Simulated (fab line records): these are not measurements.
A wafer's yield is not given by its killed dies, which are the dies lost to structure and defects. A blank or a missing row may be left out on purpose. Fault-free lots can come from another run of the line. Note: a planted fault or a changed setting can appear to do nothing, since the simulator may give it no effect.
fab line records :: flow nand-harc
record:
  lots: 6
  wafers: 18
  last-day: 25
route steps=1159 shown A_CONTACT@873
lots untouched by any fault: they come from a run of this same line in which no faults occurred
start-h: the number of hours between the record's first day and the start of the first shown wafer of the lot :: wait-h: time in hours since the lot's previous step :: " the same as in the row above :: L1.1+2: one row covering several wafers at once :: - no value present, or no start provided :: * or withheld: withheld :: < > ~ a bound
route shown NAME@n: NAME is a module with steps in the file, n the number in the route of the first one :: usual: mean and standard deviation over wafers with no fault :: same: alike in all rows :: chamber/n: place in a boat :: sites: readings site by site :: _std_site: the values' standard deviation :: _edge_site: inner sites' mean taken away from outer sites' mean :: radius-mm: how far each site lies from the wafer's centre :: mask NAME#n: copy n :: behind: the tool/chamber that last shaped the wafer :: hold: why the lot went on hold/how many hours it stayed there/how the hold came to an end :: device: which transistor (n, p or np) failed to switch :: end of line: tests run on the same wafers once the route is complete :: step lacking rows: just its recipe :: killed: not the wafer's yield, but the dies lost to structure and defects at the first sort :: map: the dies of a wafer, with x for killed, . for not killed, _ for no die there
set.NAME: the run value of the setting; set.NAME@STEP: its run value at that earlier step :: model.NAME: the simulator's own value behind a step, which no gauge read
lots seen at some steps along the route; tables by step, rows by wafer
services: when a tool's chamber went out of use (start-h, in hours from the record's first day, below 0 if earlier), for how many hours, and the reason
== steps ==
step: NHARC_A_CONTACT_ETCH_122
recipe:
  source-w: withheld
  pressure-mtorr: 20
  bias-v: 3000
  time-s: 95
  target-depth-a: 9300
  ar-flow-sccm: withheld
  c4f8-flow-sccm: withheld
  o2-flow-sccm: withheld
  chemistry: C4F8/O2/Ar
lot.wafer: L891.2
tool: har-cap-etch-01
chamber: 0
start-h: 369.61
wait-h: 0.1
rf-hours-counter-h: 57

lot.wafer: L891.1
tool: har-cap-etch-01
chamber: 1
start-h: 369.61
wait-h: 0.1
rf-hours-counter-h: 57

lot.wafer: L891.6
tool: har-cap-etch-01
chamber: 1
start-h: 369.61
wait-h: 0.1
rf-hours-counter-h: -

lot.wafer: L890.1
tool: har-cap-etch-01
chamber: 0
start-h: 373.34
wait-h: 0.1
rf-hours-counter-h: 58

lot.wafer: L890.4
tool: har-cap-etch-01
chamber: 0
start-h: 373.34
wait-h: 0.1
rf-hours-counter-h: -

lot.wafer: L890.3
tool: har-cap-etch-01
chamber: 1
start-h: 373.34
wait-h: 0.1
rf-hours-counter-h: -

lot.wafer: L898.1
tool: har-cap-etch-02
chamber: 0
start-h: 419.60
wait-h: 0.1
rf-hours-counter-h: 17

lot.wafer: L898.5
tool: har-cap-etch-02
chamber: 1
start-h: 419.60
wait-h: 0.1
rf-hours-counter-h: -

lot.wafer: L898.6
tool: har-cap-etch-02
chamber: 0
start-h: 419.60
wait-h: 0.1
rf-hours-counter-h: -

lot.wafer: L910.2
tool: har-cap-etch-01
chamber: 1
start-h: 495.16
wait-h: 0.1
rf-hours-counter-h: 77

lot.wafer: L910.3
tool: har-cap-etch-01
chamber: 0
start-h: 495.16
wait-h: 0.1
rf-hours-counter-h: -

lot.wafer: L910.6
tool: har-cap-etch-01
chamber: 0
start-h: 495.16
wait-h: 0.1
rf-hours-counter-h: -

lot.wafer: L908.2
tool: har-cap-etch-02
chamber: 0
start-h: 498.21
wait-h: 0.1
rf-hours-counter-h: 32

lot.wafer: L908.4
tool: har-cap-etch-02
chamber: 1
start-h: 498.21
wait-h: 0.1
rf-hours-counter-h: -

lot.wafer: L908.5
tool: har-cap-etch-02
chamber: 0
start-h: 498.21
wait-h: 0.1
rf-hours-counter-h: -

lot.wafer: L913.3
tool: har-cap-etch-01
chamber: 1
start-h: 511.20
wait-h: 0.1
rf-hours-counter-h: -

lot.wafer: L913.5
tool: har-cap-etch-01
chamber: 1
start-h: 511.20
wait-h: 0.1
rf-hours-counter-h: -

lot.wafer: L913.6
tool: har-cap-etch-01
chamber: 0
start-h: 511.20
wait-h: 0.1
rf-hours-counter-h: -
step: NHARC_A_CONTACT_ETCH_123
recipe:
  source-w: withheld
  pressure-mtorr: 20
  bias-v: 400
  time-s: 253
  target-depth-a: 10900
  ar-flow-sccm: withheld
  c4f8-flow-sccm: 11.5
  o2-flow-sccm: 7.2
  chemistry: C4F8/O2/Ar
lot.wafer: L891.2
tool: har-cap-etch-01
chamber: 0
start-h: 369.70
wait-h: 0.1
rf-hours-counter-h: 57

lot.wafer: L891.1
tool: har-cap-etch-01
chamber: 1
start-h: 369.70
wait-h: 0.1
rf-hours-counter-h: 57

lot.wafer: L891.6
tool: har-cap-etch-01
chamber: 1
start-h: 369.70
wait-h: 0.1
rf-hours-counter-h: -

lot.wafer: L890.1
tool: har-cap-etch-01
chamber: 0
start-h: 373.44
wait-h: 0.1
rf-hours-counter-h: 58

lot.wafer: L890.4
tool: har-cap-etch-01
chamber: 0
start-h: 373.44
wait-h: 0.1
rf-hours-counter-h: -

lot.wafer: L890.3
tool: har-cap-etch-01
chamber: 1
start-h: 373.44
wait-h: 0.1
rf-hours-counter-h: -

lot.wafer: L898.1
tool: har-cap-etch-02
chamber: 0
start-h: 419.73
wait-h: 0.1
rf-hours-counter-h: 17

lot.wafer: L898.5
tool: har-cap-etch-02
chamber: 1
start-h: 419.73
wait-h: 0.1
rf-hours-counter-h: -

lot.wafer: L898.6
tool: har-cap-etch-02
chamber: 0
start-h: 419.73
wait-h: 0.1
rf-hours-counter-h: -

lot.wafer: L910.2
tool: har-cap-etch-01
chamber: 1
start-h: 495.25
wait-h: 0.1
rf-hours-counter-h: 78

lot.wafer: L910.3
tool: har-cap-etch-01
chamber: 0
start-h: 495.25
wait-h: 0.1
rf-hours-counter-h: -

lot.wafer: L910.6
tool: har-cap-etch-01
chamber: 0
start-h: 495.25
wait-h: 0.1
rf-hours-counter-h: -

lot.wafer: L908.2
tool: har-cap-etch-02
chamber: 0
start-h: 498.30
wait-h: 0.1
rf-hours-counter-h: 32

lot.wafer: L908.4
tool: har-cap-etch-02
chamber: 1
start-h: 498.30
wait-h: 0.1
rf-hours-counter-h: -

lot.wafer: L908.5
tool: har-cap-etch-02
chamber: 0
start-h: 498.30
wait-h: 0.1
rf-hours-counter-h: -

lot.wafer: L913.3
tool: har-cap-etch-01
chamber: 1
start-h: 511.37
wait-h: 0.2
rf-hours-counter-h: -

lot.wafer: L913.5
tool: har-cap-etch-01
chamber: 1
start-h: 511.37
wait-h: 0.2
rf-hours-counter-h: -

lot.wafer: L913.6
tool: har-cap-etch-01
chamber: 0
start-h: 511.37
wait-h: 0.2
rf-hours-counter-h: -
step: NHARC_A_CONTACT_ETCH_90
recipe:
  target-depth-a: 400
  over-etch-frac: 0.5
  time-s: 85.7
  ion-energy-ev: 120
  ch3f-flow-sccm: 50
  o2-flow-sccm: 30
  ar-flow-sccm: 200
  rf-w: 500
  bias-w: 100
  chemistry: CH3F/O2
step: NHARC_A_CONTACT_ETCH_96
recipe:
  target-depth-a: 200
  over-etch-frac: 0.5
  time-s: 10
  ion-energy-ev: 250
  c4f6-flow-sccm: 25
  o2-flow-sccm: 20
  ar-flow-sccm: 500
  rf-w: 600
  bias-w: 500
  chemistry: C4F6/O2
usual:
  drypump-motor-current-A: 5.60/0.27
  oes-product-au: 0.971/0.027
  rf-vpp-V: 546.9/2.8
  showerhead-plenum-p-Torr: 3.92/0.13
  throttle-valve-pct: 26.903/0.0089
lot.wafer: L891.1
tool: rie-diel-02
chamber: 2
start-h: 370.47
wait-h: 0.1
drypump-motor-current-A: 6.25
oes-product-au: 0.995
rf-hours-counter-h: 16
rf-vpp-V: 549.1
showerhead-plenum-p-Torr: 4.07
throttle-valve-pct: 26.878

lot.wafer: L891.2
tool: rie-diel-02
chamber: 0
start-h: 370.47
wait-h: 0.1
drypump-motor-current-A: 5.64
oes-product-au: 0.983
rf-hours-counter-h: 17
rf-vpp-V: 550.3
showerhead-plenum-p-Torr: 4.11
throttle-valve-pct: 26.911

lot.wafer: L891.6
tool: rie-diel-02
chamber: 2
start-h: 370.47
wait-h: 0.1
drypump-motor-current-A: 6.21
oes-product-au: 1.002
rf-hours-counter-h: -
rf-vpp-V: 550.6
showerhead-plenum-p-Torr: 4.07
throttle-valve-pct: 26.907

lot.wafer: L890.1
tool: rie-diel-12
chamber: 2
start-h: 374.21
wait-h: 0.1
drypump-motor-current-A: 5.86
oes-product-au: 0.957
rf-hours-counter-h: 31
rf-vpp-V: 544.1
showerhead-plenum-p-Torr: 3.78
throttle-valve-pct: 26.901

lot.wafer: L890.3
tool: rie-diel-12
chamber: 1
start-h: 374.21
wait-h: 0.1
drypump-motor-current-A: 5.81
oes-product-au: 0.958
rf-hours-counter-h: 34
rf-vpp-V: 545.8
showerhead-plenum-p-Torr: 3.89
throttle-valve-pct: 26.896

lot.wafer: L890.4
tool: rie-diel-12
chamber: 2
start-h: 374.21
wait-h: 0.1
drypump-motor-current-A: 5.89
oes-product-au: 0.955
rf-hours-counter-h: -
rf-vpp-V: 544.1
showerhead-plenum-p-Torr: 3.79
throttle-valve-pct: 26.890

lot.wafer: L898.1
tool: rie-diel-12
chamber: 1
start-h: -
wait-h: -
drypump-motor-current-A: 5.80
oes-product-au: 0.937
rf-hours-counter-h: 5
rf-vpp-V: 546.7
showerhead-plenum-p-Torr: 3.89
throttle-valve-pct: 26.902

lot.wafer: L898.5
tool: rie-diel-12
chamber: 0
start-h: -
wait-h: -
drypump-motor-current-A: 5.53
oes-product-au: 0.948
rf-hours-counter-h: -
rf-vpp-V: 550.2
showerhead-plenum-p-Torr: 4.09
throttle-valve-pct: 26.905

lot.wafer: L898.6
tool: rie-diel-12
chamber: 1
start-h: -
wait-h: -
drypump-motor-current-A: 5.82
oes-product-au: 0.936
rf-hours-counter-h: -
rf-vpp-V: 545.4
showerhead-plenum-p-Torr: 3.89
throttle-valve-pct: 26.892

lot.wafer: L910.2
tool: rie-diel-04
chamber: 0
start-h: -
wait-h: -
drypump-motor-current-A: 5.36
oes-product-au: 1.005
rf-hours-counter-h: 6
rf-vpp-V: 543.0
showerhead-plenum-p-Torr: 3.78
throttle-valve-pct: 26.904

lot.wafer: L910.3
tool: rie-diel-04
chamber: 1
start-h: -
wait-h: -
drypump-motor-current-A: 5.57
oes-product-au: 1.003
rf-hours-counter-h: 6
rf-vpp-V: 551.8
showerhead-plenum-p-Torr: 4.15
throttle-valve-pct: 26.896

lot.wafer: L910.6
tool: rie-diel-04
chamber: 3
start-h: -
wait-h: -
drypump-motor-current-A: 5.78
oes-product-au: 1.004
rf-hours-counter-h: -
rf-vpp-V: 548.5
showerhead-plenum-p-Torr: 3.99
throttle-valve-pct: 26.911

lot.wafer: L908.2
tool: rie-diel-12
chamber: 0
start-h: 499.24
wait-h: 0.1
drypump-motor-current-A: 5.53
oes-product-au: 0.999
rf-hours-counter-h: 18
rf-vpp-V: 548.5
showerhead-plenum-p-Torr: 4.08
throttle-valve-pct: 26.909

lot.wafer: L908.4
tool: rie-diel-12
chamber: 3
start-h: 499.24
wait-h: 0.1
drypump-motor-current-A: 5.47
oes-product-au: 1.003
rf-hours-counter-h: -
rf-vpp-V: 544.2
showerhead-plenum-p-Torr: 3.78
throttle-valve-pct: 26.914

lot.wafer: L908.5
tool: rie-diel-12
chamber: 0
start-h: 499.24
wait-h: 0.1
drypump-motor-current-A: 5.52
oes-product-au: 1.014
rf-hours-counter-h: -
rf-vpp-V: 550.3
showerhead-plenum-p-Torr: 4.08
throttle-valve-pct: 26.899

lot.wafer: L913.3
tool: rie-diel-04
chamber: 0
start-h: -
wait-h: -
drypump-motor-current-A: 5.39
oes-product-au: 0.998
rf-hours-counter-h: 14
rf-vpp-V: 542.6
showerhead-plenum-p-Torr: 3.77
throttle-valve-pct: 26.895

lot.wafer: L913.5
tool: rie-diel-04
chamber: 3
start-h: -
wait-h: -
drypump-motor-current-A: 5.76
oes-product-au: 0.977
rf-hours-counter-h: -
rf-vpp-V: 547.5
showerhead-plenum-p-Torr: 3.99
throttle-valve-pct: 26.885

lot.wafer: L913.6
tool: rie-diel-04
chamber: 0
start-h: -
wait-h: -
drypump-motor-current-A: 5.40
oes-product-au: 0.997
rf-hours-counter-h: -
rf-vpp-V: 543.1
showerhead-plenum-p-Torr: 3.77
throttle-valve-pct: 26.897
step: NHARC_A_CONTACT_CD_MEAS_53
usual:
  cd-nm: 189.6/0.57
lot.wafer: L891.1
tool: cd-sem-01
chamber: -
start-h: 370.57
wait-h: -
cd-nm: 190.0

lot.wafer: L891.2
tool: cd-sem-01
chamber: -
start-h: 370.57
wait-h: -
cd-nm: 189.7

lot.wafer: L891.6
tool: cd-sem-01
chamber: -
start-h: 370.57
wait-h: -
cd-nm: 190.0

lot.wafer: L890.1
tool: cd-sem-01
chamber: -
start-h: 374.29
wait-h: -
cd-nm: 189.7

lot.wafer: L890.3
tool: cd-sem-01
chamber: -
start-h: 374.29
wait-h: -
cd-nm: 190.0

lot.wafer: L890.4
tool: cd-sem-01
chamber: -
start-h: 374.29
wait-h: -
cd-nm: 190.5

lot.wafer: L898.1
tool: cd-sem-03
chamber: -
start-h: 420.57
wait-h: -
cd-nm: 190.0

lot.wafer: L898.5
tool: cd-sem-03
chamber: -
start-h: 420.57
wait-h: -
cd-nm: 189.0

lot.wafer: L898.6
tool: cd-sem-03
chamber: -
start-h: 420.57
wait-h: -
cd-nm: 189.7

lot.wafer: L910.2
tool: cd-sem-01
chamber: -
start-h: 496.07
wait-h: -
cd-nm: 189.8

lot.wafer: L910.3
tool: cd-sem-01
chamber: -
start-h: 496.07
wait-h: -
cd-nm: 189.8

lot.wafer: L910.6
tool: cd-sem-01
chamber: -
start-h: 496.07
wait-h: -
cd-nm: 189.5

lot.wafer: L908.2
tool: cd-sem-02
chamber: -
start-h: 499.32
wait-h: -
cd-nm: 189.8

lot.wafer: L908.4
tool: cd-sem-02
chamber: -
start-h: 499.32
wait-h: -
cd-nm: 189.6

lot.wafer: L908.5
tool: cd-sem-02
chamber: -
start-h: 499.32
wait-h: -
cd-nm: 189.9

lot.wafer: L913.3
tool: cd-sem-01
chamber: -
start-h: 512.13
wait-h: -
cd-nm: 189.5

lot.wafer: L913.5
tool: cd-sem-01
chamber: -
start-h: 512.13
wait-h: -
cd-nm: 189.5

lot.wafer: L913.6
tool: cd-sem-01
chamber: -
start-h: 512.13
wait-h: -
cd-nm: 189.6
step: NHARC_A_CONTACT_STRIP_99
recipe:
  n2-flow-sccm: 150
  h2-flow-sccm: 150
  ar-flow-sccm: 0
  bias-w: 0
  chemistry: N2/H2
step: NHARC_A_CONTACT_STRIP_100
recipe:
  cf4-flow-sccm: 100
  chf3-flow-sccm: 30
  ar-flow-sccm: 0
  bias-w: 0
  chemistry: CF4/CHF3
step: NHARC_A_CONTACT_STRIP_101
recipe:
  o2-flow-sccm: 400
  cos-flow-sccm: 20
  ar-flow-sccm: 0
  bias-w: 0
  chemistry: O2/COS
step: NHARC_A_CONTACT_ETCH_102
recipe:
  target-depth-a: 700
  overetch-a: 70
  time-s: 38.5
  ion-energy-ev: 100
  cf4-flow-sccm: 80
  o2-flow-sccm: 20
  ar-flow-sccm: 0
  rf-w: 300
  bias-w: 100
  chemistry: CF4/O2
usual:
  drypump-motor-current-A: 5.6/0.33
  oes-product-au: 0.999/0.0074
  rf-vpp-V: 197.9/1.3
  showerhead-plenum-p-Torr: 1.34/0.048
  throttle-valve-pct: 13.398/0.0093
lot.wafer: L891.1
tool: rie-diel-04
chamber: 3
start-h: 371.33
wait-h: 0.1
drypump-motor-current-A: 5.7
oes-product-au: 0.996
rf-hours-counter-h: 24
rf-vpp-V: 198.2
showerhead-plenum-p-Torr: 1.37
throttle-valve-pct: 13.399

lot.wafer: L891.2
tool: rie-diel-04
chamber: 0
start-h: 371.33
wait-h: 0.1
drypump-motor-current-A: 5.4
oes-product-au: 0.993
rf-hours-counter-h: 24
rf-vpp-V: 197.3
showerhead-plenum-p-Torr: 1.29
throttle-valve-pct: 13.401

lot.wafer: L891.6
tool: rie-diel-04
chamber: 2
start-h: 371.33
wait-h: 0.1
drypump-motor-current-A: 5.1
oes-product-au: 0.999
rf-hours-counter-h: -
rf-vpp-V: 197.6
showerhead-plenum-p-Torr: 1.34
throttle-valve-pct: 13.416

lot.wafer: L890.1
tool: rie-diel-12
chamber: 1
start-h: 374.62
wait-h: 0.1
drypump-motor-current-A: 5.8
oes-product-au: 1.006
rf-hours-counter-h: 34
rf-vpp-V: 196.6
showerhead-plenum-p-Torr: 1.32
throttle-valve-pct: 13.405

lot.wafer: L890.3
tool: rie-diel-12
chamber: 2
start-h: 374.62
wait-h: 0.1
drypump-motor-current-A: 5.9
oes-product-au: 0.988
rf-hours-counter-h: 31
rf-vpp-V: 197.8
showerhead-plenum-p-Torr: 1.28
throttle-valve-pct: 13.396

lot.wafer: L890.4
tool: rie-diel-12
chamber: 1
start-h: 374.62
wait-h: 0.1
drypump-motor-current-A: 5.8
oes-product-au: 1.018
rf-hours-counter-h: -
rf-vpp-V: 197.7
showerhead-plenum-p-Torr: 1.32
throttle-valve-pct: 13.398

lot.wafer: L898.1
tool: rie-diel-02
chamber: 1
start-h: 420.88
wait-h: 0.1
drypump-motor-current-A: 5.8
oes-product-au: 1.006
rf-hours-counter-h: 35
rf-vpp-V: 198.6
showerhead-plenum-p-Torr: 1.31
throttle-valve-pct: 13.386

lot.wafer: L898.5
tool: rie-diel-02
chamber: 0
start-h: 420.88
wait-h: 0.1
drypump-motor-current-A: 5.6
oes-product-au: 0.994
rf-hours-counter-h: -
rf-vpp-V: 200.3
showerhead-plenum-p-Torr: 1.40
throttle-valve-pct: 13.391

lot.wafer: L898.6
tool: rie-diel-02
chamber: 1
start-h: 420.88
wait-h: 0.1
drypump-motor-current-A: 5.9
oes-product-au: 0.996
rf-hours-counter-h: -
rf-vpp-V: 197.0
showerhead-plenum-p-Torr: 1.31
throttle-valve-pct: 13.393

lot.wafer: L910.2
tool: rie-diel-02
chamber: 1
start-h: 496.91
wait-h: 0.1
drypump-motor-current-A: 5.8
oes-product-au: 0.981
rf-hours-counter-h: 66
rf-vpp-V: 197.2
showerhead-plenum-p-Torr: 1.30
throttle-valve-pct: 13.409

lot.wafer: L910.3
tool: rie-diel-02
chamber: 2
start-h: 496.91
wait-h: 0.1
drypump-motor-current-A: 6.2
oes-product-au: 0.996
rf-hours-counter-h: 63
rf-vpp-V: 200.1
showerhead-plenum-p-Torr: 1.38
throttle-valve-pct: 13.395

lot.wafer: L910.6
tool: rie-diel-02
chamber: 1
start-h: 496.91
wait-h: 0.1
drypump-motor-current-A: 5.8
oes-product-au: 0.986
rf-hours-counter-h: -
rf-vpp-V: 197.2
showerhead-plenum-p-Torr: 1.30
throttle-valve-pct: 13.399

lot.wafer: L908.2
tool: rie-diel-04
chamber: 0
start-h: 500.71
wait-h: 0.2
drypump-motor-current-A: 5.4
oes-product-au: 0.995
rf-hours-counter-h: 9
rf-vpp-V: 197.2
showerhead-plenum-p-Torr: 1.28
throttle-valve-pct: 13.378

lot.wafer: L908.4
tool: rie-diel-04
chamber: 1
start-h: 500.71
wait-h: 0.2
drypump-motor-current-A: 5.5
oes-product-au: 0.995
rf-hours-counter-h: 8
rf-vpp-V: 198.9
showerhead-plenum-p-Torr: 1.42
throttle-valve-pct: 13.394

lot.wafer: L908.5
tool: rie-diel-04
chamber: 0
start-h: 500.71
wait-h: 0.2
drypump-motor-current-A: 5.4
oes-product-au: 1.000
rf-hours-counter-h: -
rf-vpp-V: 196.8
showerhead-plenum-p-Torr: 1.28
throttle-valve-pct: 13.404

lot.wafer: L913.3
tool: rie-diel-04
chamber: 1
start-h: 512.50
wait-h: 0.1
drypump-motor-current-A: 5.6
oes-product-au: 1.001
rf-hours-counter-h: 12
rf-vpp-V: 200.5
showerhead-plenum-p-Torr: 1.42
throttle-valve-pct: 13.380

lot.wafer: L913.5
tool: rie-diel-04
chamber: 0
start-h: 512.50
wait-h: 0.1
drypump-motor-current-A: 5.4
oes-product-au: 1.000
rf-hours-counter-h: -
rf-vpp-V: 195.5
showerhead-plenum-p-Torr: 1.28
throttle-valve-pct: 13.413

lot.wafer: L913.6
tool: rie-diel-04
chamber: 1
start-h: 512.50
wait-h: 0.1
drypump-motor-current-A: 5.6
oes-product-au: 1.004
rf-hours-counter-h: -
rf-vpp-V: 199.0
showerhead-plenum-p-Torr: 1.42
throttle-valve-pct: 13.406
step: NHARC_A_CONTACT_STRIP_55
recipe:
  o2-flow-sccm: 500
  ar-flow-sccm: 0
  bias-w: 0
  chemistry: O2
step: NHARC_A_CONTACT_STRIP_56
recipe:
  time-s: 600
  temp-c: 30
  chemistry: post-etch-residue-remover
step: NHARC_A_CONTACT_DEP_57
recipe:
  target-thk-a: 28000
  temp-c: 400
  material: aC
usual:
  throttle-valve-pct: 35.001/0.0098
lot.wafer: L891.1
tool: acl-dep-01
chamber: 0
start-h: 376.77
wait-h: -
throttle-valve-pct: 34.997

lot.wafer: L891.2
tool: acl-dep-01
chamber: 0
start-h: 376.77
wait-h: -
throttle-valve-pct: 34.971

lot.wafer: L891.6
tool: acl-dep-01
chamber: 0
start-h: 378.19
wait-h: -
throttle-valve-pct: 35.002

lot.wafer: L890.1
tool: acl-dep-02
chamber: 0
start-h: 378.37
wait-h: -
throttle-valve-pct: 35.007

lot.wafer: L890.3
tool: acl-dep-02
chamber: 0
start-h: 378.37
wait-h: -
throttle-valve-pct: 34.975

lot.wafer: L890.4
tool: acl-dep-02
chamber: 0
start-h: 378.37
wait-h: -
throttle-valve-pct: 35.001

lot.wafer: L898.1
tool: acl-dep-02
chamber: 0
start-h: 422.53
wait-h: -
throttle-valve-pct: 35.001

lot.wafer: L898.5
tool: acl-dep-02
chamber: 0
start-h: 423.70
wait-h: -
throttle-valve-pct: 34.992

lot.wafer: L898.6
tool: acl-dep-02
chamber: 0
start-h: 423.70
wait-h: -
throttle-valve-pct: 34.998

lot.wafer: L910.2
tool: acl-dep-01
chamber: 0
start-h: 497.91
wait-h: -
throttle-valve-pct: 35.006

lot.wafer: L910.3
tool: acl-dep-01
chamber: 0
start-h: 497.91
wait-h: -
throttle-valve-pct: 35.010

lot.wafer: L910.6
tool: acl-dep-01
chamber: 0
start-h: 497.91
wait-h: -
throttle-valve-pct: 35.001

lot.wafer: L908.2
tool: acl-dep-02
chamber: 0
start-h: 502.63
wait-h: -
throttle-valve-pct: 34.999

lot.wafer: L908.4
tool: acl-dep-02
chamber: 0
start-h: 502.63
wait-h: -
throttle-valve-pct: 35.000

lot.wafer: L908.5
tool: acl-dep-02
chamber: 0
start-h: 502.63
wait-h: -
throttle-valve-pct: 34.996

lot.wafer: L913.3
tool: acl-dep-01
chamber: 0
start-h: 514.21
wait-h: -
throttle-valve-pct: 35.003

lot.wafer: L913.5
tool: acl-dep-01
chamber: 0
start-h: 514.21
wait-h: -
throttle-valve-pct: 35.009

lot.wafer: L913.6
tool: acl-dep-01
chamber: 0
start-h: 514.21
wait-h: -
throttle-valve-pct: 34.999
step: NHARC_A_CONTACT_DEP_58
recipe:
  target-thk-a: 600
  target-thk-nm: 60
  temp-c: 400
  pressure-torr: 3.5
  flow-sccm: 200
  rf-w: 350
  material: SiON
usual:
  chamber-pressure-Torr: 3.500/0.0077
  heater-power-w: 739/83
  rf-fwd-power-W: 348.1/1.1
lot.wafer: L891.2
tool: pecvd-01
chamber: 2
start-h: 378.56
wait-h: 1.2
chamber-pressure-Torr: 3.492
heater-power-w: 716
rf-fwd-power-W: 346.8

lot.wafer: L891.1
tool: pecvd-01
chamber: 0
start-h: 378.56
wait-h: 1.2
chamber-pressure-Torr: 3.490
heater-power-w: 664
rf-fwd-power-W: 345.4

lot.wafer: L891.6
tool: pecvd-01
chamber: 0
start-h: 378.56
wait-h: 1.2
chamber-pressure-Torr: 3.493
heater-power-w: 642
rf-fwd-power-W: 346.0

lot.wafer: L890.3
tool: pecvd-03
chamber: 2
start-h: 380.15
wait-h: 0.9
chamber-pressure-Torr: 3.498
heater-power-w: 748
rf-fwd-power-W: 348.0

lot.wafer: L890.1
tool: pecvd-03
chamber: 0
start-h: 380.15
wait-h: 0.9
chamber-pressure-Torr: 3.492
heater-power-w: 632
rf-fwd-power-W: 347.9

lot.wafer: L890.4
tool: pecvd-03
chamber: 2
start-h: 380.15
wait-h: 0.9
chamber-pressure-Torr: 3.503
heater-power-w: 745
rf-fwd-power-W: 349.6

lot.wafer: L898.1
tool: pecvd-02
chamber: 1
start-h: 424.33
wait-h: 1.5
chamber-pressure-Torr: 3.497
heater-power-w: 709
rf-fwd-power-W: 348.4

lot.wafer: L898.5
tool: pecvd-02
chamber: 1
start-h: 424.33
wait-h: 1.5
chamber-pressure-Torr: 3.509
heater-power-w: 727
rf-fwd-power-W: 348.4

lot.wafer: L898.6
tool: pecvd-02
chamber: 2
start-h: 424.33
wait-h: 1.5
chamber-pressure-Torr: 3.494
heater-power-w: 854
rf-fwd-power-W: 349.1

lot.wafer: L910.3
tool: pecvd-01
chamber: 2
start-h: 499.49
wait-h: 1.0
chamber-pressure-Torr: 3.512
heater-power-w: 746
rf-fwd-power-W: 290.8

lot.wafer: L910.2
tool: pecvd-01
chamber: 0
start-h: 499.49
wait-h: 1.0
chamber-pressure-Torr: 3.496
heater-power-w: 775
rf-fwd-power-W: 290.7

lot.wafer: L910.6
tool: pecvd-01
chamber: 1
start-h: 499.49
wait-h: 1.0
chamber-pressure-Torr: 3.488
heater-power-w: 801
rf-fwd-power-W: 291.1

lot.wafer: L908.2
tool: pecvd-01
chamber: 2
start-h: 504.15
wait-h: 1.2
chamber-pressure-Torr: 3.503
heater-power-w: 736
rf-fwd-power-W: 290.6

lot.wafer: L908.4
tool: pecvd-01
chamber: 0
start-h: 504.15
wait-h: 1.2
chamber-pressure-Torr: 3.487
heater-power-w: 724
rf-fwd-power-W: 292.9

lot.wafer: L908.5
tool: pecvd-01
chamber: 1
start-h: 504.15
wait-h: 1.2
chamber-pressure-Torr: 3.506
heater-power-w: 731
rf-fwd-power-W: 291.8

lot.wafer: L913.3
tool: pecvd-03
chamber: 2
start-h: 515.44
wait-h: 0.9
chamber-pressure-Torr: 3.498
heater-power-w: 762
rf-fwd-power-W: 347.2

lot.wafer: L913.6
tool: pecvd-03
chamber: 2
start-h: 515.44
wait-h: 0.9
chamber-pressure-Torr: 3.477
heater-power-w: 762
rf-fwd-power-W: 347.2

lot.wafer: L913.5
tool: pecvd-03
chamber: 0
start-h: 515.44
wait-h: 0.9
chamber-pressure-Torr: 3.495
heater-power-w: 508
rf-fwd-power-W: 347.5
step: NHARC_A_CONTACT_DEHYDRATE_59
recipe:
  temp-c: 150
  time-s: 120
== services ==
tool: rie-diel-04
chamber: 0
start-h: 346.67
hours: -
kind: clean

tool: rie-diel-04
chamber: 1
start-h: 346.67
hours: -
kind: clean

tool: rie-diel-04
chamber: 2
start-h: 346.67
hours: -
kind: clean

tool: rie-diel-04
chamber: 3
start-h: 346.67
hours: -
kind: clean

tool: acl-dep-02
chamber: -
start-h: 349.36
hours: 13.0
kind: pm

tool: rie-diel-04
chamber: 1
start-h: 359.93
hours: 2.0
kind: repair

tool: rie-diel-02
chamber: 3
start-h: 366.58
hours: 10.0
kind: repair

tool: rie-diel-04
chamber: 0
start-h: 371.20
hours: -
kind: clean

tool: rie-diel-04
chamber: 1
start-h: 371.20
hours: -
kind: clean

tool: rie-diel-12
chamber: -
start-h: 379.56
hours: 9.0
kind: pm

tool: har-cap-etch-01
chamber: -
start-h: 381.60
hours: 1.5
kind: repair

tool: pecvd-01
chamber: -
start-h: 418.31
hours: 13.0
kind: pm

tool: rie-diel-02
chamber: 3
start-h: 445.76
hours: 3.6
kind: repair

tool: har-cap-etch-01
chamber: -
start-h: 459.29
hours: 2.5
kind: repair

tool: rie-diel-04
chamber: 1
start-h: 463.98
hours: 8.4
kind: repair

tool: rie-diel-04
chamber: -
start-h: 466.09
hours: 9.0
kind: pm

tool: pecvd-03
chamber: -
start-h: 473.00
hours: 13.0
kind: pm

tool: acl-dep-01
chamber: -
start-h: 474.76
hours: 13.0
kind: pm

tool: rie-diel-02
chamber: -
start-h: 491.24
hours: 0.7
kind: repair

tool: rie-diel-12
chamber: 2
start-h: 493.22
hours: 6.1
kind: repair

tool: rie-diel-12
chamber: 3
start-h: 493.55
hours: 2.2
kind: repair

tool: rie-diel-02
chamber: 3
start-h: 495.51
hours: 2.1
kind: repair

tool: rie-diel-02
chamber: -
start-h: 505.39
hours: 9.0
kind: pm

tool: pecvd-02
chamber: -
start-h: 515.16
hours: 13.0
kind: pm
== key ==
first-sign:
  step: NHARC_A_CONTACT_DEP_58
  reading: rf-fwd-power-W
  direction: down
  sigmas: 51
  usual: *
  struck: *
effect none on later readings
met-at NHARC_A_CONTACT_DEP_58
struck-wafers L908.2,L908.4,L908.5,L910.2,L910.3,L910.6
tester-left-out L908,L910
onset-between 378.56 499.49
fault:
  kind: process-parameter-drift
  tool: pecvd-01
  chamber: -
  onset-h: 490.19
  steps: NHARC_A_CONTACT_DEP_58
  channel: rf-w
  offset: *
  shape: step
  end-h: 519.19
  acts-in: *
  stated: *
tester-left-out: of these lots the tester's yield and bins aren't shown, on N5 and GAA mostly nor the transistor test; their killed dies are dies lost to structure and defects alone, not to doping, threshold or leakage, so they don't give the yield
